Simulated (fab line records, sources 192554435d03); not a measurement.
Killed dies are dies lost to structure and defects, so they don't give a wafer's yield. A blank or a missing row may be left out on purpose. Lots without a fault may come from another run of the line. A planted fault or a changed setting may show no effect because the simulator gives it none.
fab line records | flow n5_finfet
record lots=5 wafers=15 last_day=18
route steps=1938 shown MOL_CONTACT_COAG@604 BEOL_M4@1111 PASSIVATION@1936
lots that met no fault: from a run of the same line without faults
start_h: hours from the record's first day to the start of the lot's first wafer shown | wait_h: hours since the lot's step before | " the same as in the row above | L1.1+2: a row that stands for several wafers | - no value, or no start given | * or withheld: withheld | < > ~ a bound
route shown NAME@n: a module of which the file shows steps, and the number in the route of the first | usual: mean/standard deviation of fault-free wafers | same: alike in all rows | chamber/n: place in a boat | sites: the reading at each site | _std_site: their standard deviation | _edge_site: outer sites' mean less inner sites' | radius_mm: how far each site lies from the wafer's centre | mask NAME#n: copy n | behind: the tool/chamber that last shaped the wafer | hold: why the lot was held/for how many hours/how that ended | device: the transistor (n, p or np) that didn't switch | end of line: the same wafers' tests at the end of the route | a step without rows: its recipe alone | killed: dies lost to structure and defects at the first sort, not the wafer's yield | map: a wafer's dies, x killed, . not, _ none there
set.NAME: the setting as run; set.NAME@STEP: as run at that earlier step | model.NAME: the simulator's own value behind a step, which no gauge read
lots at some steps of the route; a table a step, a row a wafer
services: from which hour (start_h, from the record's first day; less than 0 if before it) a tool's chamber was out of use, for how many hours, and why
## steps
# step N5_MOL_CONTACT_COAG_INSPECT_42
# recipe mode=adi inspect_instrument=brightfield
# usual raw_defect_count=199/54
# columns lot.wafer tool chamber start_h wait_h raw_defect_count
L204.2 defect_inspect-02 - 143.69 0.0 154
L204.4 " - " " 219
L204.5 " - " " 254
L213.3 defect_inspect-01 - 200.31 0.0 132
L213.4 " - " " 174
L213.5 " - " " 151
L218.3 defect_inspect-02 - 237.49 0.0 254
L218.5 " - " " 239
L218.6 " - " " 204
L219.1 defect_inspect-02 - 239.59 0.1 230
L219.4 " - " " 304
L219.6 " - " " 218
L220.2 defect_inspect-02 - 247.36 0.0 187
L220.4 " - " " 122
L220.6 " - " " 147
# step N5_MOL_CONTACT_COAG_DESCUM_45
# recipe chemistry=O2 time_s=7 source_power_w=50 bias_power_w=20 pressure_mtorr=20 rf_frequency_hz=2.712e+07 temp_c=40 resist=CAR-EUV o2_flow_sccm=225
# step N5_MOL_CONTACT_COAG_ETCH_65
# recipe chemistry=N2/H2 target=underlayer target_depth_a=130 mask_material=CAR-EUV time_s=10.4 ion_energy_ev=200 pressure_mtorr=30 source_w=840 bias_w=150 n2_flow_sccm=200 h2_flow_sccm=200 ends=cleared
# step N5_MOL_CONTACT_COAG_ETCH_66
# recipe chemistry=CF4 target=SiARC target_depth_a=130 mask_material=CAR-EUV time_s=21.7 ion_energy_ev=80 pressure_mtorr=40 source_w=545 bias_w=36 Ar_flow_sccm=100 cf4_flow_sccm=100 ends=cleared
# usual bias_w=36.01/0.11 cf4_flow_sccm=100.0/0.31 chamber_pressure_mTorr=40.00/0.039 drypump_motor_current_A=5.8/0.4 etch_rf_on_time_s=21.7/0.48 oes_product_au=0.65/0.065 rf_vpp_V=184.0/1.3 showerhead_plenum_p_Torr=2.13/0.08 throttle_valve_pct=15.64/0.16
# columns lot.wafer tool chamber start_h wait_h bias_w cf4_flow_sccm chamber_pressure_mTorr drypump_motor_current_A etch_rf_on_time_s oes_product_au rf_hours_counter_h rf_vpp_V showerhead_plenum_p_Torr throttle_valve_pct
L204.2 rie_diel-02 1 143.77 0.0 36.08 100.1 40.09 5.4 22.4 0.62 171 184.5 2.23 15.49
L204.4 " 0 " " 35.91 100.7 39.99 6.4 21.5 0.66 135 182.3 1.97 15.65
L204.5 " 2 " " 36.03 100.2 40.10 5.8 22.5 0.59 - 183.6 2.12 15.90
L213.3 rie_diel-02 0 200.56 0.0 35.97 99.7 40.03 6.4 21.6 0.63 154 182.0 1.97 15.70
L213.4 " 0 " " 36.08 99.9 39.98 6.4 21.4 0.64 - 181.2 1.97 15.69
L213.5 " 1 " " 35.97 99.8 39.98 5.3 22.4 0.61 - 185.7 2.22 15.52
L218.3 rie_diel-02 1 237.75 0.0 36.19 100.2 39.94 5.4 22.3 0.60 207 184.5 2.22 15.57
L218.5 " 1 " " 36.09 99.4 39.96 5.4 22.3 0.61 - 185.1 2.21 15.55
L218.6 " 2 " " 35.85 100.4 39.99 5.8 21.5 0.79 - 183.2 2.11 15.45
L219.1 rie_diel-02 0 239.85 0.0 35.93 99.8 39.96 6.3 21.7 0.63 170 181.6 1.96 15.73
L219.4 " 3 " " 36.18 99.6 39.99 5.9 21.5 0.70 70 183.1 2.07 15.62
L219.6 " 3 " " 35.90 99.7 39.95 5.9 21.7 0.70 - 183.5 2.07 15.61
L220.2 rie_diel-02 2 247.45 0.0 35.97 99.4 40.00 5.8 21.6 0.79 14 184.3 2.11 15.46
L220.4 " 3 " " 36.19 99.5 39.96 5.9 21.5 0.71 72 185.3 2.07 15.62
L220.6 " 1 " " 36.11 100.1 39.98 5.4 22.6 0.60 - 184.3 2.21 15.56
# step N5_MOL_CONTACT_COAG_ALD_133
# recipe material=SiO2 target_thk_a=50 temp_c=100 ald_precursor_family=BDEAS ald_co_reactant=O2-plasma pulse_time_s=1 co_reactant_pulse_time_s=1 purge_time_s=2 co_reactant_purge_time_s=2 ald_cycles=35 pressure_torr=2
# usual heater_power_w=74/8.4 precursor_pulse_height_rel=0.998/0.021 susceptor_temp_C=99.99/0.13
# columns lot.wafer tool chamber start_h wait_h heater_power_w precursor_pulse_height_rel since_wet_clean_h susceptor_temp_C
L204.2 ald_sin-02 1 143.85 0.1 65 0.980 136 100.12
L204.4 " 3 " " 68 1.001 136 99.86
L204.5 " 2 " " 65 0.956 - 99.79
L213.3 ald_sin-02 0 200.64 0.1 88 1.004 193 99.84
L213.4 " 3 " " 68 1.019 193 99.86
L213.5 " 1 " " 66 1.023 - 99.83
L218.3 ald_sin-02 0 237.83 0.1 85 1.004 230 100.08
L218.5 " 2 " " 66 1.003 - 100.09
L218.6 " 1 " " 66 1.002 - 99.83
L219.1 ald_sin-02 1 239.93 0.1 65 1.022 232 100.13
L219.4 " 2 " " 66 1.026 232 99.90
L219.6 " 1 " " 65 0.995 - 100.07
L220.2 ald_sin-02 0 247.68 0.2 88 0.953 240 100.18
L220.4 " 2 " " 65 0.993 240 99.89
L220.6 " 2 " " 64 1.029 - 100.08
# step N5_MOL_CONTACT_COAG_ETCHBACK_134
# recipe chemistry=CHF3 target=SiO2 target_depth_a=100 time_s=6.7 ion_energy_ev=200 pressure_mtorr=30 source_w=610 bias_w=170 Ar_flow_sccm=200 CHF3_flow_sccm=50
# step N5_MOL_CONTACT_COAG_ETCH_67
# recipe chemistry=N2/H2 target=SOC target_depth_a=600 overetch_a=210 mask_material=SiARC temp_c=40 time_s=101.2 ion_energy_ev=200 pressure_mtorr=30 source_w=840 bias_w=150 n2_flow_sccm=200 h2_flow_sccm=200
# usual bias_w=150.1/0.45 chamber_pressure_mTorr=30.001/0.026 drypump_motor_current_A=5.9/0.42 oes_product_au=0.62/0.059 rf_vpp_V=523.7/2.4 showerhead_plenum_p_Torr=2.53/0.085 throttle_valve_pct=17.83/0.2
# columns lot.wafer tool chamber start_h wait_h bias_w chamber_pressure_mTorr drypump_motor_current_A oes_product_au rf_hours_counter_h rf_vpp_V showerhead_plenum_p_Torr throttle_valve_pct
L204.2 rie_diel-02 3 144.07 0.0 149.2 29.984 6.0 0.72 36 522.4 2.47 17.72
L204.4 " 2 " " 150.0 30.026 5.7 0.58 235 523.8 2.49 18.07
L204.5 " 2 " " 150.6 29.993 5.8 0.59 - 524.3 2.49 18.06
L213.3 rie_diel-05 3 201.09 0.0 149.8 29.990 6.5 0.59 212 527.6 2.64 18.25
L213.4 " 0 " " 150.7 30.022 5.8 0.59 229 525.5 2.61 17.73
L213.5 " 1 " " 149.9 29.939 5.1 0.58 - 525.5 2.61 18.03
L218.3 rie_diel-02 1 238.25 0.0 149.8 29.999 5.3 0.60 207 526.1 2.64 17.85
L218.5 " 3 " " 149.6 30.043 6.0 0.69 - 521.5 2.45 17.79
L218.6 " 0 " " 150.2 29.981 6.4 0.61 - 518.1 2.33 17.96
L219.1 rie_diel-05 2 240.15 0.0 150.4 29.962 5.5 0.74 39 522.9 2.48 17.42
L219.4 " 0 " " 149.7 30.051 5.8 0.58 243 526.3 2.60 17.77
L219.6 " 2 " " 150.7 30.015 5.5 0.73 - 521.8 2.48 17.43
L220.2 rie_diel-05 0 247.97 0.0 150.4 29.987 5.7 0.58 245 526.0 2.60 17.75
L220.4 " 1 " " 150.1 30.010 5.2 0.57 240 526.8 2.61 18.06
L220.6 " 1 " " 149.8 29.964 5.2 0.58 - 525.3 2.61 18.04
# step N5_MOL_CONTACT_COAG_STRIP_68
# recipe chemistry=N2/H2 temp_c=40 n2_flow_sccm=200 h2_flow_sccm=200 rf_frequency_hz=6e+07
# step N5_MOL_CONTACT_COAG_STRIP_69
# recipe chemistry=N2/H2 temp_c=40 n2_flow_sccm=200 h2_flow_sccm=200 rf_frequency_hz=6e+07
# step N5_MOL_CONTACT_COAG_ETCHBACK_136
# recipe chemistry=CHF3 target=SiO2 target_depth_a=250 time_s=16.7 ion_energy_ev=200 pressure_mtorr=30 source_w=610 bias_w=170 Ar_flow_sccm=200 CHF3_flow_sccm=50
# usual chamber_pressure_mTorr=30.006/0.026 drypump_motor_current_A=5.9/0.41 oes_product_au=0.74/0.074 rf_vpp_V=523/11 showerhead_plenum_p_Torr=2.37/0.079 throttle_valve_pct=18.75/0.18
# columns lot.wafer tool chamber start_h wait_h chamber_pressure_mTorr drypump_motor_current_A oes_product_au rf_hours_counter_h rf_vpp_V showerhead_plenum_p_Torr throttle_valve_pct
L204.2 rie_diel-02 3 144.16 0.0 30.034 6.0 0.88 36 516 2.31 18.72
L204.4 " 2 " " 29.990 5.8 0.69 235 547 2.34 18.93
L204.5 " 2 " " 29.991 5.8 0.70 - 546 2.34 18.94
L213.3 rie_diel-05 3 201.18 0.0 29.982 6.5 0.71 212 528 2.46 19.02
L213.4 " 0 " " 30.006 5.7 0.70 229 527 2.45 18.66
L213.5 " 1 " " 30.027 5.1 0.70 - 525 2.45 19.03
L218.3 rie_diel-02 1 238.34 0.0 29.948 5.4 0.71 207 532 2.47 18.69
L218.5 " 3 " " 29.968 5.9 0.82 - 518 2.30 18.76
L218.6 " 0 " " 30.047 6.4 0.72 - 528 2.19 18.88
L219.1 rie_diel-05 2 240.24 0.0 30.038 5.5 0.88 39 538 2.33 18.43
L219.4 " 0 " " 30.035 5.8 0.69 243 527 2.44 18.68
L219.6 " 2 " " 29.990 5.5 0.88 - 538 2.33 18.43
L220.2 rie_diel-05 0 248.46 0.0 30.037 5.8 0.69 245 526 2.44 18.67
L220.4 " 1 " " 29.976 5.2 0.68 240 526 2.45 19.05
L220.6 " 1 " " 30.043 5.1 0.68 - 525 2.44 19.05
# step N5_MOL_CONTACT_COAG_STRIP_120
# recipe chemistry=CHF3 resist=SiARC rf_frequency_hz=6e+07
# step N5_MOL_CONTACT_COAG_VIA_ETCH_117
# recipe chemistry=C4F6/O2 target_depth_a=400 overetch_a=80 mask_material=SOC target=SiO2 bias_w=455 pressure_mtorr=10 time_s=26 source_w=325 Ar_flow_sccm=300 C4F6_flow_sccm=10 O2_flow_sccm=10 ion_energy_ev=575.3 ends=end_point
# usual O2_flow_sccm=10.004/0.028 bias_w=455.1/1.2 chamber_pressure_mTorr=9.999/0.0088 drypump_motor_current_A=5.9/0.42 oes_product_au=0.67/0.062 rf_vpp_V=1585/32 showerhead_plenum_p_Torr=2.83/0.094 throttle_valve_pct=41.02/0.27
# columns lot.wafer tool chamber start_h wait_h O2_flow_sccm bias_w chamber_pressure_mTorr drypump_motor_current_A oes_product_au rf_hours_counter_h rf_vpp_V showerhead_plenum_p_Torr throttle_valve_pct
L204.2 rie_diel-02 3 144.19 0.0 9.997 455.5 10.005 5.9 0.77 36 1567 2.76 40.95
L204.4 " 2 " " 9.997 455.9 9.996 5.8 0.63 235 1653 2.80 41.39
L204.5 " 2 " " 10.011 455.5 10.016 5.8 0.63 - 1654 2.80 41.40
L213.3 rie_diel-05 3 201.21 0.0 9.968 454.4 10.012 6.5 0.62 212 1603 2.93 41.06
L213.4 " 0 " " 9.979 456.8 10.002 5.8 0.62 229 1593 2.92 41.21
L213.5 " 1 " " 9.954 454.7 10.003 5.1 0.62 - 1592 2.93 40.97
L218.3 rie_diel-02 1 238.37 0.0 10.032 454.5 10.006 5.4 0.65 207 1615 2.96 41.36
L218.5 " 3 " " 10.008 455.4 10.002 6.0 0.74 - 1565 2.74 40.97
L218.6 " 0 " " 9.989 456.8 10.011 6.3 0.66 - 1598 2.61 40.98
L219.1 rie_diel-05 2 240.27 0.0 10.049 455.8 10.003 5.5 0.78 39 1627 2.78 40.92
L219.4 " 0 " " 9.999 454.3 9.987 5.7 0.62 243 1591 2.91 41.25
L219.6 " 2 " " 10.007 457.5 9.999 5.5 0.78 - 1626 2.78 40.91
L220.2 rie_diel-05 0 248.49 0.0 9.975 453.8 9.995 5.8 0.62 245 1590 2.91 41.24
L220.4 " 1 " " 10.018 456.0 9.996 5.1 0.62 240 1591 2.92 41.02
L220.6 " 1 " " 10.051 453.3 9.995 5.2 0.61 - 1592 2.92 41.00
# step N5_MOL_CONTACT_COAG_ETCH_124
# recipe chemistry=CH3F/O2 target=SiNx target_depth_a=65 mask_material=SOC stop_on=SiOC over_etch_frac=0.3 ion_energy_ev=120 pressure_mtorr=30 source_w=395 bias_w=73 Ar_flow_sccm=150 CH3F_flow_sccm=30 O2_flow_sccm=20 ends=end_point
# usual O2_flow_sccm=20.00/0.058 bias_w=73.03/0.22 chamber_pressure_mTorr=30.00/0.033 drypump_motor_current_A=5.9/0.42 oes_product_au=0.64/0.06 rf_vpp_V=297/6.3 showerhead_plenum_p_Torr=2.00/0.069 throttle_valve_pct=16.37/0.19
# columns lot.wafer tool chamber start_h wait_h O2_flow_sccm bias_w chamber_pressure_mTorr drypump_motor_current_A oes_product_au rf_hours_counter_h rf_vpp_V showerhead_plenum_p_Torr throttle_valve_pct
L204.2 rie_diel-02 3 144.22 0.0 20.04 76.60 30.04 6.0 0.74 36 305 1.94 16.28
L204.4 " 2 " " 19.96 72.96 30.01 5.8 0.60 235 312 1.97 16.57
L204.5 " 2 " " 20.02 72.96 30.00 5.8 0.60 - 311 1.97 16.57
L213.3 rie_diel-05 3 201.24 0.0 20.04 73.27 29.97 6.5 0.59 212 301 2.07 16.65
L213.4 " 0 " " 19.95 72.89 30.03 5.8 0.60 230 299 2.06 16.28
L213.5 " 1 " " 19.93 73.05 29.82 5.1 0.61 - 299 2.07 16.66
L218.3 rie_diel-02 1 238.40 0.0 20.07 72.83 30.00 5.4 0.61 207 302 2.08 16.32
L218.5 " 3 " " 19.99 73.40 29.96 5.9 0.71 - 294 1.93 16.34
L218.6 " 0 " " 20.07 72.94 30.01 6.3 0.62 - 300 1.83 16.52
L219.1 rie_diel-05 2 240.30 0.0 19.96 73.65 30.05 5.5 0.74 39 304 1.95 16.01
L219.4 " 0 " " 20.02 73.01 30.00 5.8 0.59 243 298 2.06 16.32
L219.6 " 2 " " 20.04 73.37 29.97 5.5 0.74 - 306 1.95 16.01
L220.2 rie_diel-05 0 248.52 0.0 20.00 72.70 29.98 5.8 0.58 245 298 2.05 16.31
L220.4 " 1 " " 20.00 73.09 30.06 5.2 0.58 240 299 2.06 16.69
L220.6 " 1 " " 19.91 72.90 30.01 5.1 0.59 - 297 2.06 16.70
# step N5_MOL_CONTACT_COAG_ETCH_48
# recipe chemistry=C4F6/O2 target_depth_a=150 overetch_a=45 mask_material=SOC target=SiOC bias_w=465 pressure_mtorr=10 time_s=17 source_w=335 Ar_flow_sccm=300 C4F6_flow_sccm=10 O2_flow_sccm=10 ion_energy_ev=576
# step N5_BEOL_M4_RC_MEAS_101
# usual DIBL_N=35.9/1.8 DIBL_P=36.2/2 IOFF_N=0.16/0.031 IOFF_P=0.22/0.041 ION_N=676/11 ION_P=465/8.5 SS_N=71.4/0.64 SS_P=73.2/0.7 VT_N=250/3.5 VT_P=-250/3.9
# columns lot.wafer tool chamber start_h wait_h DIBL_N[mV/V] DIBL_P[mV/V] IOFF_N[nA/um] IOFF_P[nA/um] ION_N[uA/um] ION_P[uA/um] SS_N[mV/dec] SS_P[mV/dec] VT_N[mV] VT_P[mV]
L204.2 prober-01 0 214.34 0.2 37.5 37.5 0.19 0.27 690 478 71.6 73.6 245 -244
L204.4 " 0 " " 33.2 31.4 0.11 0.17 669 459 70.7 71.9 254 -250
L204.5 " 0 " " 36.7 36.6 0.17 0.24 687 477 72.1 73.1 250 -248
L213.3 prober-01 0 266.87 0.3 35.1 33.6 0.14 0.18 674 462 70.8 73.1 248 -253
L213.4 " 0 " " 39.2 38.3 0.22 0.27 686 463 72.9 74.2 245 -247
L213.5 " 0 " " 35.3 33.9 0.14 0.19 664 452 71.1 72.4 249 -250
L218.3 prober-01 0 303.57 0.3 37.8 37.4 0.22 0.26 692 476 72.9 74.4 243 -246
L218.5 " 0 " " 36.3 35.7 0.18 0.24 684 465 71.9 73.1 248 -249
L218.6 " 0 " " 34.6 33.0 0.15 0.19 670 459 71.1 72.4 250 -251
L219.1 prober-02 0 308.65 0.0 38.0 38.0 0.19 0.25 691 473 71.6 73.5 245 -244
L219.4 " 0 " " 37.1 37.1 0.17 0.24 687 476 72.0 73.5 245 -249
L219.6 " 0 " " 39.0 39.6 0.22 0.29 698 482 72.2 74.0 244 -246
L220.2 prober-02 0 321.27 0.2 38.6 38.9 0.17 0.19 665 449 71.3 73.4 251 -254
L220.4 " 0 " " 34.5 34.8 0.11 0.14 645 443 70.4 72.2 254 -258
L220.6 " 0 " " 32.4 31.9 0.09 0.12 651 448 70.3 71.7 259 -260
# step N5_PASSIVATION_PROBE_49
# usual defect_limited_yield=91.3/1.3 killed_at_M0_to_M3=35/9.3 killed_at_M4_up=14/5.2 killed_at_contacts=12/5.9 killed_at_front_end=38/11 killed_at_other=4/3.7 killed_dies=103/15 killed_on_rim=14/4 killed_open=67/12 killed_short=34/8 sort_bin_5_function=5.1/0.88 sort_bin_6_memory=3.3/0.65 sort_n_pass=1077/15 sort_yield_pct=91.3/1.3
# same gross_dies=1180 killed_at_back_side=0 sort_bin_4_leakage[%]=0 sort_bin_8_speed[%]=0
# columns lot.wafer tool chamber start_h wait_h defect_limited_yield[%] killed_at_M0_to_M3 killed_at_M4_up killed_at_contacts killed_at_front_end killed_at_other killed_dies killed_on_rim killed_open killed_short sort_bin_5_function[%] sort_bin_6_memory[%] sort_n_pass sort_yield_pct[%]
L204.2 prober-02 - 328.54 0.1 93.0 36 9 4 32 2 83 10 52 31 4.6 2.3 1097 93.0
L204.4 prober-02 - 328.64 0.2 90.8 37 23 25 24 0 109 11 78 30 5.2 3.8 1071 90.8
L204.5 prober-02 - 328.69 0.2 92.9 26 16 13 28 1 84 19 57 27 4.5 2.5 1096 92.9
L213.3 prober-02 - 382.68 0.1 93.6 30 7 7 29 3 76 9 45 28 3.6 2.5 1104 93.6
L213.4 prober-02 - 382.73 0.2 89.7 44 23 19 33 3 122 17 89 31 6.2 4.2 1058 89.7
L213.5 prober-02 - 382.78 0.2 88.8 47 9 14 59 3 132 12 79 51 6.9 3.6 1048 88.8
L219.1 prober-01 - 407.58 0.0 92.4 38 10 8 34 0 90 7 52 38 4.8 2.5 1090 92.4
L219.4 prober-01 - 407.73 0.2 91.7 34 12 5 42 5 98 14 55 43 4.4 3.3 1082 91.7
L219.6 prober-01 - 407.83 0.3 93.1 11 11 11 44 5 82 6 54 27 4.0 2.8 1098 93.1
L218.3 prober-02 - 414.57 0.1 92.6 20 12 16 39 0 87 8 63 24 3.7 3.5 1093 92.6
L218.5 prober-02 - 414.67 0.2 93.1 27 14 10 28 2 81 11 53 26 4.1 2.1 1099 93.1
L218.6 prober-02 - 414.72 0.3 91.2 29 11 14 50 0 104 14 73 31 4.7 4.0 1076 91.2
L220.2 prober-02 - 430.80 0.1 92.1 51 19 9 14 0 93 9 71 22 5.3 2.5 1087 92.1
L220.4 prober-02 - 430.90 0.2 91.2 39 26 10 25 4 104 12 69 35 5.7 3.1 1076 91.2
L220.6 prober-02 - 431.00 0.3 91.3 40 23 8 32 0 103 13 61 39 4.9 3.4 1077 91.3
# killed by level:class
L204.2 STI_FIN_REVEAL:geometric_particle:open=8 BEOL_M0:geometric_particle:open=7 BEOL_M0_SAQP:geometric_particle:open=6 BEOL_M1:geometric_particle:open=6 STARTING-WAFER:geometric_particle:short=5 BEOL_M0_SAQP:geometric_particle:short=5 BEOL_M0:geometric_particle:short=5 MOL_CONTACT_COAG:geometric_particle:open=4
L204.4 MOL_CONTACT_COAG:geometric_particle:open=20 BEOL_M4:geometric_particle:open=18 BEOL_M0_SAQP:geometric_particle:open=9 BEOL_M1:geometric_particle:open=8 STI_FIN_REVEAL:geometric_particle:open=7 BEOL_M0_SAQP:geometric_particle:short=6 MOL_CONTACT_COAG:geometric_particle:short=5 BEOL_M3:geometric_particle:open=5
L204.5 BEOL_M4:geometric_particle:open=9 STI_FIN_REVEAL:geometric_particle:open=8 MOL_CONTACT_COAG:geometric_particle:open=8 FIN_SAQP:geometric_particle:open=6 BEOL_M0:geometric_particle:short=6 BEOL_M3:geometric_particle:open=6 MOL_CONTACT_COAG:geometric_particle:short=5 BEOL_M1:geometric_particle:open=5
L213.3 STI_FIN_REVEAL:geometric_particle:open=10 BEOL_M0_SAQP:geometric_particle:short=9 BEOL_M0_SAQP:geometric_particle:open=8 MOL_CONTACT_COAG:geometric_particle:open=5 BEOL_M0:geometric_particle:short=5 FIN_SAQP:geometric_particle:short=4 BEOL_M2:geometric_particle:open=4 FIN_SAQP:geometric_particle:open=3
L213.4 MOL_CONTACT_COAG:geometric_particle:open=18 BEOL_M0_SAQP:geometric_particle:open=15 BEOL_M0_SAQP:geometric_particle:short=10 STI_FIN_REVEAL:geometric_particle:open=8 BEOL_M1:geometric_particle:open=8 BEOL_M4:geometric_particle:open=8 BEOL_M5:geometric_particle:open=7 FIN_SAQP:geometric_particle:open=5
L213.5 STI_FIN_REVEAL:geometric_particle:open=16 BEOL_M0_SAQP:geometric_particle:short=16 FIN_SAQP:geometric_particle:open=12 MOL_CONTACT_COAG:geometric_particle:open=12 BEOL_M3:geometric_particle:open=12 FIN_SAQP:geometric_particle:short=8 BEOL_M0_SAQP:geometric_particle:open=6 BEOL_M5:geometric_particle:open=6
L219.1 FIN_SAQP:geometric_particle:short=12 FIN_SAQP:geometric_particle:open=10 BEOL_M0_SAQP:geometric_particle:open=8 BEOL_M0_SAQP:geometric_particle:short=8 BEOL_M3:geometric_particle:open=7 MOL_CONTACT_COAG:geometric_particle:open=5 BEOL_M1:geometric_particle:short=5 STI_FIN_REVEAL:geometric_particle:open=4
L219.4 FIN_SAQP:geometric_particle:short=15 BEOL_M3:geometric_particle:open=8 BEOL_M1:geometric_particle:open=8 FIN_SAQP:geometric_particle:open=6 BEOL_M0_SAQP:geometric_particle:short=5 BEOL_M4:geometric_particle:open=5 DUMMY_GATE:geometric_particle:open=3 GATE_CUT:geometric_particle:short=3
L219.6 FIN_SAQP:geometric_particle:open=11 FIN_SAQP:geometric_particle:short=10 MOL_CONTACT_COAG:geometric_particle:open=9 BEOL_M4:geometric_particle:open=7 STARTING-WAFER:geometric_particle:short=5 STI_FIN_REVEAL:geometric_particle:open=4 BEOL_M0:geometric_particle:open=4 GATE_CUT:geometric_particle:open=3
L218.3 FIN_SAQP:geometric_particle:short=11 MOL_CONTACT_COAG:geometric_particle:open=11 BEOL_M2:geometric_particle:open=8 STI_FIN_REVEAL:geometric_particle:open=6 FIN_SAQP:geometric_particle:open=5 DUMMY_GATE:geometric_particle:open=5 MOL_CONTACT_COAG:geometric_particle:short=5 BEOL_M3:geometric_particle:open=5
L218.5 STI_FIN_REVEAL:geometric_particle:open=9 BEOL_M0_SAQP:geometric_particle:open=8 MOL_CONTACT_COAG:geometric_particle:open=7 BEOL_M0_SAQP:geometric_particle:short=7 FIN_SAQP:geometric_particle:open=4 GATE_CUT:geometric_particle:short=4 BEOL_M2:geometric_particle:open=4 FIN_SAQP:geometric_particle:short=3
L218.6 MOL_CONTACT_COAG:geometric_particle:open=12 STI_FIN_REVEAL:geometric_particle:open=11 BEOL_M0_SAQP:geometric_particle:short=10 FIN_SAQP:geometric_particle:open=9 DUMMY_GATE:geometric_particle:open=7 FIN_SAQP:geometric_particle:short=6 BEOL_M0_SAQP:geometric_particle:open=6 BEOL_M3:geometric_particle:open=6
L220.2 BEOL_M3:geometric_particle:open=18 BEOL_M2:geometric_particle:open=13 MOL_CONTACT_COAG:geometric_particle:open=9 BEOL_M4:geometric_particle:open=7 BEOL_M1:geometric_particle:open=5 BEOL_M0_SAQP:geometric_particle:open=4 BEOL_M4:geometric_particle:short=4 STARTING-WAFER:geometric_particle:open=4
L220.4 STI_FIN_REVEAL:geometric_particle:open=10 BEOL_M1:geometric_particle:open=10 BEOL_M0_SAQP:geometric_particle:short=7 MOL_CONTACT_COAG:geometric_particle:open=7 BEOL_M2:geometric_particle:short=6 BEOL_M4:geometric_particle:open=6 BEOL_M7:geometric_particle:open=6 BEOL_M0_SAQP:geometric_particle:open=5
L220.6 BEOL_M4:geometric_particle:open=12 BEOL_M2:geometric_particle:open=8 BEOL_M0_SAQP:geometric_particle:short=8 BEOL_M3:geometric_particle:open=7 MOL_CONTACT_COAG:geometric_particle:open=6 STI_FIN_REVEAL:geometric_particle:short=5 BEOL_M3:geometric_particle:short=5 FIN_SAQP:geometric_particle:open=4
## services
# columns tool chamber start_h hours kind
rie_diel-05 1 141.45 1.7 repair
rie_diel-02 2 188.84 - clean
rie_diel-02 2 188.84 - consumable_replace:focus_ring
rie_diel-02 2 188.84 16.3 scheduled_down
rie_diel-02 2 188.84 16.3 vent_cycle
## key
first_sign step=N5_MOL_CONTACT_COAG_ETCH_124 reading=bias_w direction=up sigmas=16 usual=* struck=*
effect none on later readings
met_at N5_MOL_CONTACT_COAG_ETCH_124
struck_wafers L204.2
fault kind=process_parameter_drift tool=rie_diel-02 chamber=3 onset_h=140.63 steps=N5_MOL_CONTACT_COAG_ETCH_124 channel=bias_w offset=* shape=step end_h=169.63 acts_in=* stated=*
